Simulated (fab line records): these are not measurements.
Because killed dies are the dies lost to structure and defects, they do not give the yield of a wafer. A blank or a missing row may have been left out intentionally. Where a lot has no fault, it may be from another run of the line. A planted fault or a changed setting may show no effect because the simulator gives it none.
Which tool was responsible?	flow n5_finfet	Sampling: 24 lots, 72 wafers, 6 of 1938 route steps

WHAT THE GAUGES SHOWED, per wafer
N5_BEOL_M3_CD_MEAS_18: pitch 36 nm, target cd 18 nm.
lot	measured	on	cd_nm (nm)
L075	day 7 00:24	cd_sem-01	17.6 18.0 18.0
L074	day 7 04:30	cd_sem-03	18.2 18.1 18.4
L076	day 7 06:52	cd_sem-03	18.2 18.1 17.6
L077	day 7 11:20	cd_sem-02	17.8 18.6 17.9
L079	day 8 01:42	cd_sem-01	18.1 17.8 18.3
L078	day 8 10:26	cd_sem-03	18.4 17.9 18.1
L080	day 8 17:13	cd_sem-02	18.2 18.5 18.1
L081	day 8 21:07	cd_sem-02	18.2 18.5 18.2
L082	day 8 21:21	cd_sem-01	18.3 18.7 18.5
L083	day 8 23:59	cd_sem-01	18.2 18.1 18.0
L084	day 9 19:23	cd_sem-01	18.3 18.5 18.4
L085	day 10 05:25	cd_sem-02	18.1 18.1 18.7
L086	day 10 06:10	cd_sem-02	18.1 18.5 18.4
L087	day 11 02:08	cd_sem-03	17.4 17.9 17.7
L088	day 11 08:00	cd_sem-01	18.2 18.1 17.6
L089	day 11 08:07	cd_sem-02	18.7 18.7 18.1
L091	day 11 10:45	cd_sem-01	18.8 18.5 18.6
L090	day 11 12:24	cd_sem-01	17.9 18.0 18.3
L092	day 11 19:28	cd_sem-03	18.7 18.5 18.5
L093	day 12 01:22	cd_sem-02	18.4 17.4 17.7
L094	day 12 02:16	cd_sem-02	18.4 18.3 18.1
L095	day 12 07:36	cd_sem-01	18.4 18.2 18.4
L096	day 12 22:58	cd_sem-03	18.4 17.9 18.1
L097	day 13 04:16	cd_sem-03	18.3 18.9 17.7

N5_BEOL_M3_OCD_MEAS_38.
lot	measured	on	trench_depth_nm (nm)
L075	day 7 02:13	ocd-02	55.1 55.4 56.3
L074	day 7 05:38	ocd-02	54.3 54.3 54.7
L076	day 7 09:53	ocd-02	54.8 55.2 56.3
L077	day 7 15:18	ocd-02	55.2 54.5 54.6
L079	day 8 09:33	ocd-01	56.1 53.7 54.1
L078	day 8 13:56	ocd-01	55.9 55.1 54.9
L080	day 8 23:54	ocd-01	54.1 54.9 54.2
L081	day 9 02:52	ocd-01	55.0 54.5 54.8
L082	day 9 02:56	ocd-01	55.0 55.6 55.8
L083	day 9 03:10	ocd-02	55.5 54.7 56.5
L084	day 9 21:26	ocd-01	54.0 54.1 56.0
L085	day 10 06:40	ocd-01	54.9 55.7 54.6
L086	day 10 10:16	ocd-02	56.3 54.7 54.1
L087	day 11 03:34	ocd-02	57.2 57.4 58.1
L088	day 11 11:20	ocd-02	56.2 56.6 55.1
L089	day 11 11:20	ocd-01	55.5 54.9 55.2
L091	day 11 14:40	ocd-02	54.4 54.5 54.4
L090	day 11 15:01	ocd-02	54.3 54.2 56.9
L092	day 12 00:02	ocd-01	56.6 54.2 55.0
L093	day 12 05:38	ocd-01	55.1 56.5 56.2
L094	day 12 05:44	ocd-02	57.7 55.5 57.2
L095	day 12 13:41	ocd-02	54.7 55.2 55.4
L096	day 13 00:20	ocd-02	57.8 56.6 57.3
L097	day 13 06:47	ocd-02	55.2 54.2 55.8

N5_BEOL_M4_THK_MEAS_01.
lot	measured	on	M4_ILD_THK (nm)
L075	day 7 06:25	film_metro-02	79.6 80.8 80.9
L074	day 7 11:19	film_metro-02	78.0 78.7 80.5
L076	day 7 14:23	film_metro-01	77.2 77.6 78.8
L077	day 7 20:56	film_metro-01	79.1 79.2 79.5
L079	day 8 15:11	film_metro-01	78.7 79.7 80.3
L078	day 8 18:16	film_metro-01	77.7 79.0 78.9
L080	day 9 03:45	film_metro-01	79.0 79.8 79.8
L081	day 9 07:15	film_metro-02	78.0 79.5 79.5
L082	day 9 07:05	film_metro-02	77.6 78.0 79.0
L083	day 9 08:05	film_metro-02	79.6 79.9 80.7
L084	day 10 01:29	film_metro-01	78.3 80.1 79.9
L085	day 10 10:26	film_metro-02	77.8 79.7 80.9
L086	day 10 14:28	film_metro-02	79.1 80.1 80.0
L087	day 11 07:41	film_metro-01	77.8 79.1 79.4
L088	day 11 15:27	film_metro-02	78.3 80.7 79.7
L089	day 11 17:32	film_metro-02	77.6 79.7 79.4
L091	day 11 19:05	film_metro-01	79.1 79.1 78.3
L090	day 11 19:30	film_metro-02	78.6 79.5 79.3
L092	day 12 04:07	film_metro-02	80.1 79.4 79.0
L093	day 12 09:49	film_metro-01	79.9 78.6 80.3
L094	day 12 11:40	film_metro-02	78.9 81.0 80.0
L095	day 12 17:48	film_metro-01	79.1 79.8 80.9
L096	day 13 04:36	film_metro-01	78.0 79.6 79.5
L097	day 13 10:32	film_metro-01	78.2 79.7 80.3

TOOL THAT RAN EACH LOT (tool first, then ch and the chambers of the sampled wafers, then the start)
lot	N5_BEOL_M3_ETCH_69	N5_BEOL_M3_ANNEAL_95	N5_BEOL_M3_SPUTTER_96
L075	rie_diel-03 ch 0,3, day 7 01:02	pvd_sputter-01, day 7 05:04	pvd_sputter-01, day 7 05:13
L074	rie_diel-03 ch 1,3, day 7 05:02	pvd_sputter-02, day 7 09:58	pvd_sputter-02, day 7 10:07
L076	rie_diel-04 ch 0,1,2, day 7 07:28	pvd_sputter-03, day 7 13:01	pvd_sputter-03, day 7 13:09
L077	rie_diel-04 ch 0,2,3, day 7 11:57	pvd_sputter-03, day 7 19:34	pvd_sputter-03, day 7 19:43
L079	rie_diel-03 ch 0,1, day 8 02:19	pvd_sputter-03, day 8 13:50	pvd_sputter-03, day 8 13:59
L078	rie_diel-04 ch 0,2,3, day 8 10:55	pvd_sputter-01, day 8 16:32	pvd_sputter-01, day 8 16:41
L080	rie_diel-04 ch 0,1,3, day 8 17:42	pvd_sputter-03, day 9 02:25	pvd_sputter-03, day 9 02:33
L081	rie_diel-01 ch 0,2,3, day 8 21:37	pvd_sputter-02, day 9 05:47	pvd_sputter-02, day 9 05:56
L082	rie_diel-04 ch 1,2, day 8 22:01	pvd_sputter-01, day 9 05:46	pvd_sputter-01, day 9 05:54
L083	rie_diel-03 ch 0,1,3, day 9 00:37	pvd_sputter-03, day 9 06:17	pvd_sputter-03, day 9 06:25
L084	rie_diel-01 ch 2,3, day 9 19:53	pvd_sputter-02, day 10 00:10	pvd_sputter-02, day 10 00:18
L085	rie_diel-01 ch 1,2,3, day 10 06:02	pvd_sputter-03, day 10 09:06	pvd_sputter-03, day 10 09:14
L086	rie_diel-01 ch 0,1,3, day 10 06:39	pvd_sputter-02, day 10 13:08	pvd_sputter-02, day 10 13:17
L087	rie_diel-01 ch 1,3, day 11 02:38	pvd_sputter-02, day 11 06:22	pvd_sputter-02, day 11 06:30
L088	rie_diel-03 ch 1,3, day 11 08:37	pvd_sputter-02, day 11 14:05	pvd_sputter-02, day 11 14:13
L089	rie_diel-04 ch 1,3, day 11 08:40	pvd_sputter-02, day 11 15:55	pvd_sputter-02, day 11 16:04
L091	rie_diel-04 ch 1,2,3, day 11 11:21	pvd_sputter-01, day 11 17:42	pvd_sputter-01, day 11 17:50
L090	rie_diel-01 ch 1,2,3, day 11 12:54	pvd_sputter-02, day 11 18:06	pvd_sputter-02, day 11 18:14
L092	rie_diel-01 ch 0,2,3, day 11 20:05	pvd_sputter-01, day 12 02:44	pvd_sputter-01, day 12 02:52
L093	rie_diel-01 ch 0,2,3, day 12 01:52	pvd_sputter-02, day 12 08:18	pvd_sputter-02, day 12 08:26
L094	rie_diel-03 ch 0,1,2, day 12 02:46	pvd_sputter-02, day 12 10:19	pvd_sputter-02, day 12 10:28
L095	rie_diel-03 ch 0,1, day 12 08:13	pvd_sputter-01, day 12 16:25	pvd_sputter-01, day 12 16:34
L096	rie_diel-01 ch 0,1,3, day 12 23:35	pvd_sputter-03, day 13 03:07	pvd_sputter-03, day 13 03:15
L097	rie_diel-01 ch 0,1,2, day 13 04:53	pvd_sputter-02, day 13 09:11	pvd_sputter-02, day 13 09:20
- N5_BEOL_M3_ETCH_69: etches SiARC in CF4, target depth 15.6 nm, time 26 s.
- N5_BEOL_M3_ANNEAL_95: time 240 s.
- N5_BEOL_M3_SPUTTER_96: material Cu, target thk 4.5 nm, time 8.29 s.

AS READ BY THE TOOLS THEMSELVES (means over the sampled wafers that have a number; for cases with no such wafer, the mark the record gives instead)
N5_BEOL_M3_ETCH_69.
lot	tool	drypump_motor_current_A (A)	etch_rf_on_time_s (s)	oes_product_au (a.u.)	rf_fwd_power_W (W)	rf_vpp_V (V)	showerhead_plenum_p_Torr (Torr)	throttle_valve_pct (%)
L075	rie_diel-03	5.9	25.9	0.59	532.9	183.8	2.11	15.56
L074	rie_diel-03	6.1	25.9	0.60	531.2	184.9	2.18	15.94
L076	rie_diel-04	5.9	25.8	0.67	531.7	182.8	2.09	15.46
L077	rie_diel-04	5.7	26.0	0.65	532.7	182.9	2.11	15.52
L079	rie_diel-03	6.1	26.1	0.59	531.7	184.4	2.13	15.65
L078	rie_diel-04	5.7	25.9	0.65	534.2	183.1	2.11	15.52
L080	rie_diel-04	5.6	25.6	0.61	534.1	182.7	2.04	15.62
L081	rie_diel-01	5.2	26.5	0.70	533.4	183.6	2.14	15.42
L082	rie_diel-04	5.9	25.8	0.68	530.4	182.6	2.04	15.30
L083	rie_diel-03	6.0	25.9	0.58	532.0	184.1	2.14	15.78
L084	rie_diel-01	5.5	26.2	0.65	532.2	184.6	2.18	15.53
L085	rie_diel-01	5.5	25.6	0.68	532.6	183.3	2.13	15.48
L086	rie_diel-01	5.4	26.1	0.71	530.7	184.0	2.14	15.37
L087	rie_diel-01	5.7	25.6	0.69	530.9	183.9	2.14	15.44
L088	rie_diel-03	6.1	25.5	0.72	533.7	184.3	2.17	15.69
L089	rie_diel-04	5.5	25.7	0.62	531.1	182.1	1.99	15.47
L091	rie_diel-04	5.7	25.9	0.65	531.6	182.2	2.06	15.39
L090	rie_diel-01	5.5	26.2	0.66	531.1	184.3	2.12	15.51
L092	rie_diel-01	5.3	26.0	0.68	531.8	183.7	2.13	15.46
L093	rie_diel-01	5.3	26.5	0.67	530.3	183.4	2.13	15.47
L094	rie_diel-03	5.8	25.4	0.80	531.0	184.6	2.15	15.31
L095	rie_diel-03	6.1	24.9	0.82	532.6	184.7	2.12	15.22
L096	rie_diel-01	5.4	26.2	0.69	530.2	183.4	2.13	15.41
L097	rie_diel-01	5.3	26.2	0.69	531.3	182.9	2.08	15.42

N5_BEOL_M3_ANNEAL_95.
lot	tool	heater_power_w (W)
L075	pvd_sputter-01	866
L074	pvd_sputter-02	856
L076	pvd_sputter-03	859
L077	pvd_sputter-03	860
L079	pvd_sputter-03	919
L078	pvd_sputter-01	869
L080	pvd_sputter-03	843
L081	pvd_sputter-02	878
L082	pvd_sputter-01	849
L083	pvd_sputter-03	865
L084	pvd_sputter-02	862
L085	pvd_sputter-03	843
L086	pvd_sputter-02	879
L087	pvd_sputter-02	855
L088	pvd_sputter-02	885
L089	pvd_sputter-02	851
L091	pvd_sputter-01	871
L090	pvd_sputter-02	856
L092	pvd_sputter-01	915
L093	pvd_sputter-02	887
L094	pvd_sputter-02	870
L095	pvd_sputter-01	859
L096	pvd_sputter-03	844
L097	pvd_sputter-02	836

N5_BEOL_M3_SPUTTER_96.
lot	tool	chamber_pressure_pa (Pa)	throttle_valve_pct (%)
L075	pvd_sputter-01	0.07	30.6
L074	pvd_sputter-02	0.07	29.7
L076	pvd_sputter-03	0.07	30.0
L077	pvd_sputter-03	0.07	29.7
L079	pvd_sputter-03	0.07	30.0
L078	pvd_sputter-01	0.07	30.7
L080	pvd_sputter-03	0.07	29.6
L081	pvd_sputter-02	0.07	28.4
L082	pvd_sputter-01	0.07	31.2
L083	pvd_sputter-03	0.07	30.1
L084	pvd_sputter-02	0.07	30.0
L085	pvd_sputter-03	0.07	29.6
L086	pvd_sputter-02	0.07	29.4
L087	pvd_sputter-02	0.07	29.5
L088	pvd_sputter-02	0.07	29.8
L089	pvd_sputter-02	0.07	29.0
L091	pvd_sputter-01	0.07	29.8
L090	pvd_sputter-02	0.07	29.9
L092	pvd_sputter-01	0.07	30.4
L093	pvd_sputter-02	0.07	29.4
L094	pvd_sputter-02	0.07	29.0
L095	pvd_sputter-01	0.07	30.4
L096	pvd_sputter-03	0.07	29.1
L097	pvd_sputter-02	0.07	28.9

THE ANSWER, worked out from the rows above alone
Rule: usual is defined by the lots themselves. Put in order of their means at a reading, lots are off if they are a third of the lots or fewer, leave a main group of 4 or more, and stand apart from it by a gap of 3 or more times the standard deviation of the main group's means; of several such gaps the widest counts. The tables above print the reading to a certain number of digits; a main group whose means all agree to those digits is not used. Also off: a lot with no number at a reading for which 4 or more lots have one. All remaining lots with rows at the step are treated as sound. Order of review: gauges by route order, followed by the tools' own readings, for which a lot's mean as printed above is used. At the first step where some lot is off, the reading lying furthest off is the one used; lots without a number count as furthest.
No lot is off on any of the readings shown, so nothing can be concluded from this.

WHAT HAD BEEN PUT IN BY THE SIMULATOR
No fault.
